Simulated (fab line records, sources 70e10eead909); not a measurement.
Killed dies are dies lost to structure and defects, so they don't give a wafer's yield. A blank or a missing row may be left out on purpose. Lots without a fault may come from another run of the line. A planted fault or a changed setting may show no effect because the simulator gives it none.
fab line records | flow nand_harc
record lots=13 wafers=38 last_day=33
route steps=1302 shown A_CONTACT@1089 A_BLC@1112 END@1302
lots that met no fault: from a run of the same line without faults
start_h: hours from the record's first day to the start of the lot's first wafer shown | wait_h: hours since the lot's step before | " the same as in the row above | L1.1+2: a row that stands for several wafers | - no value, or no start given | * or withheld: withheld | < > ~ a bound
route shown NAME@n: a module of which the file shows steps, and the number in the route of the first | usual: mean/standard deviation of fault-free wafers | same: alike in all rows | chamber/n: place in a boat | sites: the reading at each site | _std_site: their standard deviation | _edge_site: outer sites' mean less inner sites' | radius_mm: how far each site lies from the wafer's centre | mask NAME#n: copy n | behind: the tool/chamber that last shaped the wafer | hold: why the lot was held/for how many hours/how that ended | device: the transistor (n, p or np) that didn't switch | end of line: the same wafers' tests at the end of the route | a step without rows: its recipe alone | killed: dies lost to structure and defects at the first sort, not the wafer's yield | map: a wafer's dies, x killed, . not, _ none there
set.NAME: the setting as run; set.NAME@STEP: as run at that earlier step | model.NAME: the simulator's own value behind a step, which no gauge read
steps of the route over a sample of lots; a table a step, a row a wafer
services: from which hour (start_h, from the record's first day; less than 0 if before it) a tool's chamber was out of use, for how many hours, and why
## steps
# step NHARC_A_CONTACT_ETCH_137
# recipe source_w=withheld pressure_mtorr=20 bias_v=1200 time_s=311 target_depth_a=19120 ar_flow_sccm=withheld c4f8_flow_sccm=withheld o2_flow_sccm=withheld chemistry=C4F8/O2/Ar
# columns lot.wafer tool chamber start_h wait_h rf_hours_counter_h
L201.3 har_cap_etch-01 0 526.45 0.2 -
L201.5 " 1 " " -
L201.6 " 0 " " -
L203.2 har_cap_etch-03 1 527.99 0.2 49
L203.6 " 1 " " -
L203.5 " 0 " " -
L205.1 har_cap_etch-03 0 534.95 0.2 50
L205.6 " 1 " " -
L205.5 " 0 " " -
L204.2 har_cap_etch-02 1 542.48 0.2 92
L204.3 " 0 " " -
L204.5 " 0 " " -
L206.1 har_cap_etch-03 1 574.51 0.2 56
L206.5 " 0 " " -
L206.6 " 1 " " -
L207.2 har_cap_etch-01 0 577.70 0.2 11
L207.3 " 1 " " -
L207.5 " 0 " " -
L208.2 har_cap_etch-02 0 581.36 0.2 97
L208.3 " 0 " " -
L208.4 " 1 " " -
L209.2 har_cap_etch-01 0 613.18 0.2 17
L209.1 " 1 " " 17
L209.4 " 0 " " -
L211.1 har_cap_etch-03 1 614.89 0.2 63
L211.2 " 0 " " 63
L211.6 " 0 " " -
L214.1 har_cap_etch-02 0 645.95 0.2 109
L214.3 " 0 " " -
L214.6 " 0 " " -
L215.2 har_cap_etch-03 0 663.09 0.2 72
L215.3 " 1 " " -
L215.5 " 1 " " -
L220.2 har_cap_etch-02 1 717.86 0.2 120
L220.1 " 0 " " 120
L221.1 har_cap_etch-03 0 718.50 0.2 84
L221.4 " 1 " " -
L221.5 " 0 " " -
# step NHARC_A_CONTACT_ETCH_138
# recipe source_w=withheld pressure_mtorr=20 bias_v=1200 time_s=311 target_depth_a=19140 ar_flow_sccm=withheld c4f8_flow_sccm=withheld o2_flow_sccm=withheld chemistry=C4F8/O2/Ar
# columns lot.wafer tool chamber start_h wait_h rf_hours_counter_h
L201.3 har_cap_etch-01 0 526.72 0.2 -
L201.5 " 1 " " -
L201.6 " 0 " " -
L203.2 har_cap_etch-03 1 528.27 0.2 49
L203.6 " 1 " " -
L203.5 " 0 " " -
L205.1 har_cap_etch-03 0 535.22 0.2 50
L205.6 " 1 " " -
L205.5 " 0 " " -
L204.2 har_cap_etch-02 1 542.75 0.2 92
L204.3 " 0 " " -
L204.5 " 0 " " -
L206.1 har_cap_etch-03 1 574.79 0.2 56
L206.5 " 0 " " -
L206.6 " 1 " " -
L207.2 har_cap_etch-01 0 577.97 0.2 12
L207.3 " 1 " " -
L207.5 " 0 " " -
L208.2 har_cap_etch-02 0 581.63 0.2 98
L208.3 " 0 " " -
L208.4 " 1 " " -
L209.2 har_cap_etch-01 0 613.45 0.2 17
L209.1 " 1 " " 17
L209.4 " 0 " " -
L211.1 har_cap_etch-03 1 615.16 0.2 64
L211.2 " 0 " " 64
L211.6 " 0 " " -
L214.1 har_cap_etch-02 0 646.22 0.2 109
L214.3 " 0 " " -
L214.6 " 0 " " -
L215.2 har_cap_etch-03 0 663.36 0.2 72
L215.3 " 1 " " -
L215.5 " 1 " " -
L220.2 har_cap_etch-02 1 718.14 0.2 121
L220.1 " 0 " " 121
L221.1 har_cap_etch-03 0 718.76 0.2 84
L221.4 " 1 " " -
L221.5 " 0 " " -
# step NHARC_A_CONTACT_ETCH_110
# recipe target_depth_a=600 overetch_a=60 time_s=33 ion_energy_ev=100 cf4_flow_sccm=80 o2_flow_sccm=20 ar_flow_sccm=0 rf_w=300 bias_w=100 chemistry=CF4/O2
# usual drypump_motor_current_A=5.5/0.34 oes_product_au=1.000/0.01 rf_vpp_V=198.4/1.6 showerhead_plenum_p_Torr=1.36/0.065 throttle_valve_pct=13.397/0.0092
# columns lot.wafer tool chamber start_h wait_h drypump_motor_current_A oes_product_au rf_hours_counter_h rf_vpp_V showerhead_plenum_p_Torr throttle_valve_pct
L201.3 rie_diel-05 2 527.92 0.1 6.5 0.981 37 195.5 1.24 13.394
L201.5 " 2 " " 6.5 0.983 - 194.5 1.24 13.390
L201.6 " 3 " " 5.2 1.006 - 197.5 1.37 13.404
L203.2 rie_diel-05 1 533.46 3.7 5.3 0.995 36 195.3 1.26 13.387
L203.5 " 0 " " 5.6 1.001 - 199.8 1.43 13.397
L203.6 " 1 " " 5.3 0.999 - 197.2 1.26 13.398
L205.1 rie_diel-03 0 536.52 0.1 5.6 1.003 14 198.3 1.39 13.410
L205.5 " 2 " " 5.2 1.005 - 200.3 1.40 13.405
L205.6 " 3 " " 5.7 0.996 - 198.0 1.37 13.388
L204.2 rie_diel-03 0 544.07 0.1 5.6 1.003 15 198.1 1.39 13.404
L204.3 " 1 " " 5.3 0.995 13 195.3 1.24 13.387
L204.5 " 3 " " 5.6 0.993 - 199.2 1.37 13.408
L206.1 rie_diel-03 1 576.09 0.1 5.3 1.006 18 194.5 1.23 13.415
L206.6 " 1 " " 5.3 1.005 - 196.4 1.23 13.406
L206.5 " 2 " " 5.1 1.015 - 198.4 1.40 13.389
L207.2 rie_diel-03 2 579.28 0.1 5.1 1.020 18 198.4 1.40 13.401
L207.3 " 3 " " 5.6 0.987 20 199.1 1.37 13.404
L207.5 " 0 " " 5.6 0.999 - 198.7 1.39 13.394
L208.2 rie_diel-03 2 582.97 0.1 5.1 1.002 18 199.1 1.40 13.400
L208.3 " 3 " " 5.7 0.979 21 197.0 1.37 13.415
L208.4 " 0 " " 5.7 0.993 21 199.0 1.39 13.391
L209.4 rie_diel-03 2 615.25 0.0 5.2 1.003 25 197.9 1.40 13.412
L209.1 " 0 " " 5.7 1.000 28 200.1 1.39 13.386
L209.2 " 1 " " 5.3 1.006 25 195.5 1.23 13.400
L211.1 rie_diel-03 0 616.51 0.1 5.6 1.001 28 199.1 1.39 13.400
L211.2 " 1 " " 5.3 0.997 25 196.3 1.23 13.385
L211.6 " 3 " " 5.6 0.982 - 200.2 1.37 13.399
L214.1 rie_diel-05 3 647.56 0.1 5.2 1.002 14 199.0 1.36 13.382
L214.3 " 1 " " 5.3 1.005 19 197.2 1.25 13.405
L214.6 " 3 " " 5.1 1.001 - 198.4 1.36 13.389
L215.3 rie_diel-03 1 664.66 0.0 5.3 1.015 4 200.7 1.44 13.395
L215.2 " 0 " " 5.6 0.996 3 199.9 1.39 13.381
L215.5 " 1 " " 5.3 1.022 - 202.1 1.44 13.394
L220.1 rie_diel-03 3 719.54 0.1 5.7 0.992 13 199.9 1.37 13.381
L220.2 " 0 " " 5.6 0.998 14 198.9 1.39 13.386
L221.4 rie_diel-13 1 720.09 0.1 5.5 0.997 6 196.1 1.27 13.414
L221.1 " 2 " " 5.6 1.003 6 197.7 1.29 13.412
L221.5 " 3 " " 5.7 1.011 - 197.2 1.29 13.389
# step NHARC_A_BLC_SOFTBAKE_05
# recipe temp_c=105 time_s=55
# usual heater_power_total_W=188.46/0.14
# columns lot.wafer tool chamber start_h wait_h heater_power_total_W
L201.3 litho_track-01 0 530 - 188.40
L201.5 " 0 " " 188.73
L201.6 " 0 " " 188.47
L203.2 litho_track-01 0 535 - 188.39
L203.5 " 0 " " 188.52
L203.6 " 0 " " 188.51
L205.1 litho_track-01 0 538 - 188.38
L205.5 " 0 " " 188.36
L205.6 " 0 " " 188.39
L204.2 litho_track-04 0 546 - 188.33
L204.3 " 0 " " 188.44
L204.5 " 0 " " 188.46
L206.1 litho_track-04 0 578 - 188.45
L206.5 " 0 " " 188.35
L206.6 " 0 " " 188.28
L207.2 litho_track-04 0 581 - 188.75
L207.3 " 0 " " 188.45
L207.5 " 0 " " 188.33
L208.2 litho_track-01 0 585 - 188.43
L208.3 " 0 " " 188.51
L208.4 " 0 " " 188.40
L209.1 litho_track-06 0 617 - 188.43
L209.2 " 0 " " 188.30
L209.4 " 0 " " 188.35
L211.1 litho_track-01 0 618 - 188.76
L211.2 " 0 " " 188.35
L211.6 " 0 " " 188.37
L214.1 litho_track-06 0 649 - 188.57
L214.3 " 0 " " 188.28
L214.6 " 0 " " 188.65
L215.2 litho_track-06 0 666 - 188.39
L215.3 " 0 " " 188.53
L215.5 " 0 " " 188.47
L220.1 litho_track-04 0 721 - 188.51
L220.2 " 0 " " 222.86
L221.1 litho_track-04 0 722 - 188.48
L221.4 " 0 " " 222.46
L221.5 " 0 " " 188.47
# step NHARC_END_SORT_01
# recipe temp_c=25
# usual killed_at_array=59/24 killed_at_other=0.7/1.2 killed_at_periphery=3.5/2.6 killed_dies=63/24 killed_open=3.2/2.1 killed_short=2.4/1.5
# same gross_dies=677
# columns lot.wafer tool chamber start_h wait_h killed_at_array killed_at_other killed_at_periphery killed_dies killed_open killed_short
L201.3 prober-01 0 571.97 3.1 61 4 2 67 4 3
L201.5 prober-01 0 573.56 3.7 77 2 2 81 3 2
L201.6 prober-01 0 574.36 4.0 70 3 2 75 2 4
L205.1 prober-02 0 581.53 2.5 23 0 3 26 1 1
L205.5 prober-02 0 584.69 3.7 36 0 3 39 2 7
L205.6 prober-02 0 585.49 4.0 27 0 3 30 8 2
L203.2 prober-01 0 582.28 2.8 78 0 5 83 4 3
L203.5 prober-01 0 584.69 3.7 77 1 4 82 1 3
L203.6 prober-01 0 585.49 4.0 67 0 2 69 1 2
L204.2 prober-02 0 593.06 2.8 93 0 3 96 4 2
L204.3 prober-02 0 593.88 3.1 115 0 0 115 5 0
L204.5 prober-02 0 595.51 3.8 113 1 3 117 4 1
L206.1 prober-02 0 624.46 2.5 63 0 3 66 5 2
L206.5 prober-02 0 627.66 3.7 61 1 6 68 6 3
L206.6 prober-02 0 628.46 4.0 65 0 6 71 4 7
L207.2 prober-01 0 625.23 2.8 95 2 1 98 2 3
L207.3 prober-01 0 626.03 3.1 112 0 2 114 1 5
L207.5 prober-01 0 627.62 3.7 108 6 1 115 3 0
L208.2 prober-01 0 632.95 2.8 56 1 1 58 3 2
L208.3 prober-01 0 633.75 3.1 51 1 2 54 2 2
L208.4 prober-01 0 634.55 3.4 56 0 0 56 1 2
L211.1 prober-01 0 660.84 2.5 39 1 2 42 1 3
L211.2 prober-01 0 661.64 2.8 27 0 6 33 4 1
L211.6 prober-01 0 664.87 4.0 34 1 8 43 7 1
L209.1 prober-02 0 660.89 2.5 74 0 4 78 4 9
L209.2 prober-02 0 661.70 2.8 80 0 7 87 5 3
L209.4 prober-02 0 663.31 3.4 82 1 6 89 3 4
L214.1 prober-02 0 693.00 2.5 30 2 1 33 1 2
L214.3 prober-02 0 694.62 3.1 30 0 0 30 2 3
L214.6 prober-02 0 697.06 4.1 27 0 6 33 3 5
L215.2 prober-02 0 708.66 2.8 44 0 1 45 3 2
L215.3 prober-02 0 709.47 3.1 55 0 1 56 4 3
L215.5 prober-02 0 711.09 3.8 41 0 2 43 2 2
L221.1 prober-02 0 774.40 2.5 67 0 5 72 8 3
L221.4 prober-02 0 776.81 3.4 76 0 6 82 4 0
L221.5 prober-02 0 777.62 3.7 57 0 3 60 1 0
L220.1 prober-02 0 782.24 2.5 29 1 3 33 1 1
L220.2 prober-02 0 783.03 2.8 37 6 8 51 1 4
# killed by level:class
L201.3 A_CHANNEL_HOLE_D2:chamber_film_flake=23 A_CHANNEL_HOLE_D1:chamber_film_flake=22 A_STAIRCASE:chamber_film_flake=4 THIN_TSV:chamber_film_flake=4 A_SLIT:chamber_film_flake=3 P_M1:geometric_particle:open=1 A_SOURCE_PLATE:geometric_particle:short=1 A_CHANNEL_HOLE_D1:geometric_particle:open=1
L201.5 A_CHANNEL_HOLE_D1:chamber_film_flake=38 A_CHANNEL_HOLE_D2:chamber_film_flake=24 A_CONTACT:chamber_film_flake=3 A_WL_FILL:chamber_film_flake=2 A_STAIRCASE:chamber_film_flake=2 THIN_TSV:chamber_film_flake=2 A_CHANNEL_HOLE_D1:geometric_particle:short=1 A_DECK1_JOINT:geometric_particle:open=1
L201.6 A_CHANNEL_HOLE_D2:chamber_film_flake=34 A_CHANNEL_HOLE_D1:chamber_film_flake=25 A_STAIRCASE:chamber_film_flake=3 THIN_TSV:chamber_film_flake=3 A_SLIT:chamber_film_flake=2 P_GATE:geometric_particle:open=1 P_CONTACT:geometric_particle:short=1 A_CHANNEL_FILL_D2:geometric_particle:short=1
L205.1 A_CHANNEL_HOLE_D2:chamber_film_flake=8 A_CONTACT:chamber_film_flake=5 P_M1:chamber_film_flake=2 A_CHANNEL_HOLE_D1:chamber_film_flake=2 A_STAIRCASE:chamber_film_flake=2 A_ONON_D1:geometric_particle:open=1 A_DECK1_JOINT:geometric_particle:short=1 P_GATE:chamber_film_flake=1
L203.2 A_CHANNEL_HOLE_D1:chamber_film_flake=39 A_SLIT:chamber_film_flake=22 A_CHANNEL_HOLE_D2:chamber_film_flake=7 A_M1:chamber_film_flake=4 P_M1:chamber_film_flake=3 A_SGD_CUT:geometric_particle:open=2 P_GATE:geometric_particle:open=1 P_M2:geometric_particle:short=1
L203.5 A_CHANNEL_HOLE_D1:chamber_film_flake=41 A_SLIT:chamber_film_flake=24 A_CHANNEL_FILL_D1:geometric_particle:short=2 P_GATE:chamber_film_flake=2 P_M1:chamber_film_flake=2 A_STAIRCASE:chamber_film_flake=2 A_CONTACT:chamber_film_flake=2 A_M1:chamber_film_flake=2
L205.5 A_CHANNEL_HOLE_D2:chamber_film_flake=9 A_CHANNEL_HOLE_D1:chamber_film_flake=4 A_STAIRCASE:chamber_film_flake=4 A_CHANNEL_FILL_D1:chamber_film_flake=3 A_WL_FILL:chamber_film_flake=3 A_CONTACT:chamber_film_flake=3 A_CHANNEL_HOLE_D2:geometric_particle:short=2 A_WL_FILL:geometric_particle:short=2
L205.6 A_CHANNEL_HOLE_D2:chamber_film_flake=11 A_CHANNEL_FILL_D2:geometric_particle:open=2 A_CHANNEL_HOLE_D1:chamber_film_flake=2 A_CHANNEL_FILL_D1:chamber_film_flake=2 A_STAIRCASE:chamber_film_flake=2 P_GATE:geometric_particle:open=1 P_CONTACT:geometric_particle:open=1 P_M0:geometric_particle:open=1
L203.6 A_CHANNEL_HOLE_D1:chamber_film_flake=31 A_SLIT:chamber_film_flake=21 A_CHANNEL_HOLE_D2:chamber_film_flake=6 A_M1:chamber_film_flake=3 P_M1:chamber_film_flake=2 A_CHANNEL_FILL_D1:geometric_particle:open=1 A_DECK1_JOINT:geometric_particle:short=1 A_SGD_CUT:geometric_particle:short=1
L204.2 A_CHANNEL_HOLE_D2:chamber_film_flake=28 A_CHANNEL_HOLE_D1:chamber_film_flake=25 A_SLIT:chamber_film_flake=21 A_CONTACT:chamber_film_flake=5 A_STAIRCASE:chamber_film_flake=4 A_BONDPAD:chamber_film_flake=4 A_CHANNEL_FILL_D1:geometric_particle:open=2 P_M2:geometric_particle:short=1
L204.3 A_CHANNEL_HOLE_D2:chamber_film_flake=36 A_CHANNEL_HOLE_D1:chamber_film_flake=33 A_SLIT:chamber_film_flake=29 A_CONTACT:chamber_film_flake=6 A_CHANNEL_FILL_D2:geometric_particle:open=2 A_ZERO_WELL:chamber_film_flake=2 A_STAIRCASE:chamber_film_flake=2 A_ONON_D2:geometric_particle:open=1
L204.5 A_CHANNEL_HOLE_D2:chamber_film_flake=40 A_CHANNEL_HOLE_D1:chamber_film_flake=35 A_SLIT:chamber_film_flake=24 A_CONTACT:chamber_film_flake=8 P_M1:chamber_film_flake=2 A_STAIRCASE:chamber_film_flake=2 P_M0:geometric_particle:open=1 A_CHANNEL_FILL_D2:geometric_particle:open=1
L206.1 A_CHANNEL_HOLE_D1:chamber_film_flake=24 A_CHANNEL_HOLE_D2:chamber_film_flake=21 A_SGD_CUT:chamber_film_flake=5 P_BONDPAD:chamber_film_flake=2 A_SLIT:chamber_film_flake=2 A_WL_FILL:chamber_film_flake=2 P_GATE:geometric_particle:open=1 A_ONON_D1:geometric_particle:open=1
L207.2 A_CHANNEL_HOLE_D1:chamber_film_flake=33 A_CHANNEL_HOLE_D2:chamber_film_flake=27 A_SLIT:chamber_film_flake=23 A_CONTACT:chamber_film_flake=4 A_CHANNEL_FILL_D2:geometric_particle:short=2 A_BONDPAD:chamber_film_flake=2 THIN_TSV:chamber_film_flake=2 A_SOURCE_PLATE:geometric_particle:open=1
L207.3 A_CHANNEL_HOLE_D2:chamber_film_flake=37 A_SLIT:chamber_film_flake=31 A_CHANNEL_HOLE_D1:chamber_film_flake=30 A_ONON_D1:geometric_particle:short=3 A_M1:chamber_film_flake=3 A_BONDPAD:chamber_film_flake=2 P_CONTACT:geometric_particle:open=1 P_M0:geometric_particle:short=1
L207.5 A_CHANNEL_HOLE_D2:chamber_film_flake=41 A_SLIT:chamber_film_flake=29 A_CHANNEL_HOLE_D1:chamber_film_flake=28 THIN_TSV:chamber_film_flake=6 A_ZERO_WELL:chamber_film_flake=4 A_STAIRCASE:chamber_film_flake=2 P_STI:geometric_particle:open=1 A_ONON_D2:geometric_particle:open=1
L206.5 A_CHANNEL_HOLE_D2:chamber_film_flake=27 A_CHANNEL_HOLE_D1:chamber_film_flake=21 P_BONDPAD:chamber_film_flake=3 A_SGD_CUT:chamber_film_flake=3 P_M0:geometric_particle:open=2 A_CHANNEL_FILL_D1:geometric_particle:open=1 A_CHANNEL_FILL_D1:geometric_particle:short=1 A_ONON_D2:geometric_particle:open=1
L206.6 A_CHANNEL_HOLE_D2:chamber_film_flake=26 A_CHANNEL_HOLE_D1:chamber_film_flake=23 A_CHANNEL_FILL_D1:geometric_particle:short=3 A_CHANNEL_FILL_D2:chamber_film_flake=3 A_SGD_CUT:chamber_film_flake=3 P_GATE:geometric_particle:open=2 A_WL_FILL:geometric_particle:short=2 A_STAIRCASE:chamber_film_flake=2
L208.2 A_SLIT:chamber_film_flake=22 A_CHANNEL_HOLE_D2:chamber_film_flake=14 A_CHANNEL_HOLE_D1:chamber_film_flake=4 A_STAIRCASE:chamber_film_flake=3 A_CHANNEL_FILL_D1:chamber_film_flake=3 A_CONTACT:chamber_film_flake=3 A_CHANNEL_FILL_D2:chamber_film_flake=2 P_GATE:geometric_particle:open=1
L208.3 A_SLIT:chamber_film_flake=28 A_CONTACT:chamber_film_flake=7 A_CHANNEL_HOLE_D2:chamber_film_flake=6 A_CHANNEL_HOLE_D1:chamber_film_flake=2 A_CHANNEL_FILL_D2:chamber_film_flake=2 A_STAIRCASE:chamber_film_flake=2 A_WL_FILL:chamber_film_flake=2 P_CONTACT:geometric_particle:open=1
L208.4 A_SLIT:chamber_film_flake=30 A_CHANNEL_HOLE_D2:chamber_film_flake=11 A_CHANNEL_HOLE_D1:chamber_film_flake=5 A_CONTACT:chamber_film_flake=3 A_CHANNEL_HOLE_D2:geometric_particle:open=1 A_SGD_CUT:geometric_particle:short=1 A_M0:geometric_particle:short=1 A_CHANNEL_FILL_D1:chamber_film_flake=1
L211.1 A_CHANNEL_HOLE_D2:chamber_film_flake=18 A_CHANNEL_HOLE_D1:chamber_film_flake=6 A_SLIT:chamber_film_flake=5 A_CONTACT:chamber_film_flake=2 A_CHANNEL_FILL_D1:chamber_film_flake=2 A_STAIRCASE:chamber_film_flake=2 A_DECK1_JOINT:geometric_particle:short=1 A_ONON_D2:geometric_particle:short=1
L209.1 A_CHANNEL_HOLE_D1:chamber_film_flake=27 A_SLIT:chamber_film_flake=25 A_CHANNEL_HOLE_D2:chamber_film_flake=7 A_ONON_D2:geometric_particle:short=3 A_DECK1_JOINT:geometric_particle:short=2 P_CONTACT:geometric_particle:short=1 A_CHANNEL_FILL_D1:geometric_particle:short=1 A_DECK1_JOINT:geometric_particle:open=1
L211.2 A_CHANNEL_HOLE_D2:chamber_film_flake=12 P_STI:chamber_film_flake=5 A_CHANNEL_HOLE_D1:chamber_film_flake=5 A_CHANNEL_FILL_D2:chamber_film_flake=2 A_CHANNEL_FILL_D1:geometric_particle:open=1 A_CHANNEL_HOLE_D2:geometric_particle:open=1 A_CHANNEL_FILL_D2:geometric_particle:short=1 A_CHANNEL_FILL_D2:geometric_particle:open=1
L209.2 A_CHANNEL_HOLE_D1:chamber_film_flake=32 A_SLIT:chamber_film_flake=31 A_CHANNEL_HOLE_D2:chamber_film_flake=7 A_ONON_D2:geometric_particle:short=2 P_CONTACT:chamber_film_flake=2 P_GATE:geometric_particle:open=1 P_GATE:geometric_particle:short=1 P_CONTACT:geometric_particle:open=1
L209.4 A_CHANNEL_HOLE_D1:chamber_film_flake=39 A_SLIT:chamber_film_flake=21 A_CHANNEL_HOLE_D2:chamber_film_flake=9 A_CONTACT:chamber_film_flake=3 A_CHANNEL_HOLE_D1:geometric_particle:short=3 P_ZERO_WELL:chamber_film_flake=2 P_CONTACT:chamber_film_flake=2 P_M0:geometric_particle:short=1
L211.6 A_CHANNEL_HOLE_D2:chamber_film_flake=17 A_CHANNEL_HOLE_D1:chamber_film_flake=4 P_STI:chamber_film_flake=3 A_CONTACT:chamber_film_flake=3 P_M1:geometric_particle:open=2 A_CHANNEL_FILL_D1:geometric_particle:open=2 A_SLIT:chamber_film_flake=2 P_CONTACT:geometric_particle:open=1
L214.1 A_CHANNEL_HOLE_D1:chamber_film_flake=12 A_CONTACT:chamber_film_flake=6 A_CHANNEL_FILL_D1:chamber_film_flake=2 A_CHANNEL_FILL_D2:chamber_film_flake=2 A_STAIRCASE:chamber_film_flake=2 A_SLIT:chamber_film_flake=2 A_ONON_D1:geometric_particle:short=1 A_SGD_CUT:geometric_particle:short=1
L214.3 A_CHANNEL_HOLE_D1:chamber_film_flake=11 A_SLIT:chamber_film_flake=4 A_CONTACT:chamber_film_flake=4 A_M0:geometric_particle:short=2 A_STAIRCASE:chamber_film_flake=2 A_SOURCE_PLATE:geometric_particle:open=1 A_ONON_D1:geometric_particle:short=1 A_ONON_D1:geometric_particle:open=1
L214.6 A_CHANNEL_HOLE_D1:chamber_film_flake=12 A_DECK1_JOINT:geometric_particle:short=3 A_CONTACT:chamber_film_flake=3 P_ZERO_WELL:chamber_film_flake=2 P_STI:chamber_film_flake=2 A_STAIRCASE:chamber_film_flake=2 P_GATE:geometric_particle:open=1 A_ONON_D1:geometric_particle:open=1
L215.2 A_CHANNEL_HOLE_D1:chamber_film_flake=33 A_CONTACT:chamber_film_flake=4 A_STAIRCASE:chamber_film_flake=2 P_M0:geometric_particle:open=1 A_ONON_D2:geometric_particle:open=1 A_ONON_D2:geometric_particle:short=1 A_SGD_CUT:geometric_particle:short=1 A_BLC:geometric_particle:open=1
L215.3 A_CHANNEL_HOLE_D1:chamber_film_flake=34 A_ZERO_WELL:chamber_film_flake=5 A_SLIT:chamber_film_flake=5 A_STAIRCASE:chamber_film_flake=2 P_CONTACT:geometric_particle:open=1 A_DECK1_JOINT:geometric_particle:open=1 A_DECK1_JOINT:geometric_particle:short=1 A_SGD_CUT:geometric_particle:short=1
L215.5 A_CHANNEL_HOLE_D1:chamber_film_flake=32 A_ZERO_WELL:chamber_film_flake=3 P_M1:geometric_particle:short=1 A_ONON_D1:geometric_particle:open=1 A_CHANNEL_HOLE_D1:geometric_particle:open=1 A_CHANNEL_FILL_D2:geometric_particle:short=1 P_ZERO_WELL:chamber_film_flake=1 A_CHANNEL_FILL_D2:chamber_film_flake=1
L221.1 A_SLIT:chamber_film_flake=23 A_CHANNEL_HOLE_D1:chamber_film_flake=17 A_CHANNEL_HOLE_D2:chamber_film_flake=13 A_STAIRCASE:chamber_film_flake=3 P_CONTACT:geometric_particle:open=2 A_M0:geometric_particle:open=2 A_CONTACT:chamber_film_flake=2 P_CONTACT:geometric_particle:short=1
L221.4 A_SLIT:chamber_film_flake=26 A_CHANNEL_HOLE_D2:chamber_film_flake=22 A_STAIRCASE:chamber_film_flake=10 A_CHANNEL_HOLE_D1:chamber_film_flake=8 A_BONDPAD:chamber_film_flake=3 A_CHANNEL_FILL_D2:geometric_particle:open=2 P_STI:chamber_film_flake=2 P_M0:chamber_film_flake=2
L221.5 A_SLIT:chamber_film_flake=23 A_CHANNEL_HOLE_D2:chamber_film_flake=14 A_CHANNEL_HOLE_D1:chamber_film_flake=9 A_STAIRCASE:chamber_film_flake=6 A_CONTACT:chamber_film_flake=2 A_CHANNEL_FILL_D2:geometric_particle:open=1 P_ZERO_WELL:chamber_film_flake=1 P_STI:chamber_film_flake=1
L220.1 A_CHANNEL_HOLE_D1:chamber_film_flake=10 A_CONTACT:chamber_film_flake=6 A_STAIRCASE:chamber_film_flake=5 A_BONDPAD:chamber_film_flake=3 P_ZERO_WELL:chamber_film_flake=2 A_SLIT:chamber_film_flake=2 A_CHANNEL_FILL_D2:geometric_particle:short=1 A_CONTACT:geometric_particle:open=1
L220.2 A_CHANNEL_HOLE_D1:chamber_film_flake=16 A_CONTACT:chamber_film_flake=8 THIN_TSV:chamber_film_flake=5 P_ZERO_WELL:chamber_film_flake=4 A_SLIT:chamber_film_flake=4 P_M1:chamber_film_flake=3 A_STAIRCASE:chamber_film_flake=3 A_CHANNEL_FILL_D2:geometric_particle:short=2
## services
# columns tool chamber start_h hours kind
litho_track-01 - 505.00 7.0 pm
rie_diel-03 0 516.39 - clean
rie_diel-03 1 516.39 - clean
rie_diel-03 2 516.39 - clean
rie_diel-03 3 516.39 - clean
rie_diel-05 3 519.22 5.4 repair
rie_diel-13 - 520.19 9.0 pm
litho_track-06 - 529.00 7.0 pm
har_cap_etch-03 - 529.17 1.1 repair
rie_diel-03 0 541.10 - clean
rie_diel-03 1 541.10 - clean
rie_diel-03 2 541.10 - clean
rie_diel-03 3 541.10 - clean
litho_track-04 - 553.00 7.0 pm
rie_diel-03 0 566.13 - clean
rie_diel-03 1 566.13 - clean
rie_diel-05 - 583.68 9.0 pm
rie_diel-03 - 588.78 0.5 repair
rie_diel-03 - 635.35 9.0 pm
rie_diel-13 0 666.80 4.1 repair
litho_track-01 - 680.00 7.0 pm
rie_diel-13 - 698.15 9.0 pm
litho_track-06 - 704.00 7.0 pm
rie_diel-03 2 716.99 10.6 repair
## key
first_sign step=NHARC_A_BLC_SOFTBAKE_05 reading=heater_power_total_W direction=up sigmas=99+ usual=* struck=*
effect none on later readings
met_at NHARC_A_BLC_SOFTBAKE_05
struck_lots L220,L221
struck_wafers L220.2,L221.4
tester_left_out L220,L221
not_acting_at NHARC_A_CONTACT_ETCH_137,NHARC_A_CONTACT_ETCH_138,NHARC_A_CONTACT_ETCH_110
onset_between 581 721
fault kind=process_parameter_drift tool=litho_track-04 chamber=- onset_h=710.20 steps=NHARC_A_BLC_SOFTBAKE_05 channel=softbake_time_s offset=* shape=step end_h=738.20 scope=struck_wafers_only acts_in=* stated=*
# tester_left_out: of these lots the tester's yield and bins aren't shown, on N5 and GAA mostly nor the transistor test; their killed dies are dies lost to structure and defects alone, not to doping, threshold or leakage, so they don't give the yield
